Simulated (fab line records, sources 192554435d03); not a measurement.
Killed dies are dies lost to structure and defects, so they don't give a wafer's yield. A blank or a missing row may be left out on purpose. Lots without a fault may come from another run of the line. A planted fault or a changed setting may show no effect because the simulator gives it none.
Chamber matching | flow n5_finfet | N5_BEOL_M5_STRIP_64 on rie_diel-01: 4 sister chambers
The step strips in CF4. 4 wafers are shown with their chamber, then 7 later ones without.

WAFERS WITH THEIR CHAMBER
wafer  | chamber | showerhead_plenum_p_Torr (Torr)
L091.5 | 3       | 1.83
L091.6 | 2       | 1.75
L090.2 | 1       | 1.81
L090.5 | 0       | 1.79

WAFERS WITHOUT THEIR CHAMBER
wafer  | showerhead_plenum_p_Torr (Torr)
L090.6 | 1.81
L096.2 | 1.78
L096.4 | 1.82
L096.5 | 1.82
L097.1 | 1.81
L097.2 | 1.82
L097.5 | 1.78

WHICH CHAMBER EACH WENT THROUGH
wafer  | from the rows above     | in truth
L090.6 | 1                       | 1
L096.2 | 0                       | 0
L096.4 | can't be placed: 1 or 3 | 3
L096.5 | can't be placed: 1 or 3 | 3
L097.1 | 1                       | 1
L097.2 | can't be placed: 1 or 3 | 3
L097.5 | 0                       | 0
Placed correctly: 4 of 7. Can't be placed from these rows: 3 (the true chamber is among the candidates in 3). Placed wrongly: 0.
How it was worked out, from the rows above alone: a wafer's distance from a chamber is the root of the sum, over the readings, of the square of ((its reading less the chamber's mean) divided by the reading's scatter). The wafer belongs to the nearest chamber; if the next one is less than 2 further off, it can't be placed. A chamber's mean is the mean of its shown wafers. The scatter: with one shown wafer a chamber, the root of the mean of the squares of how far each hidden wafer lies from its nearest shown one.
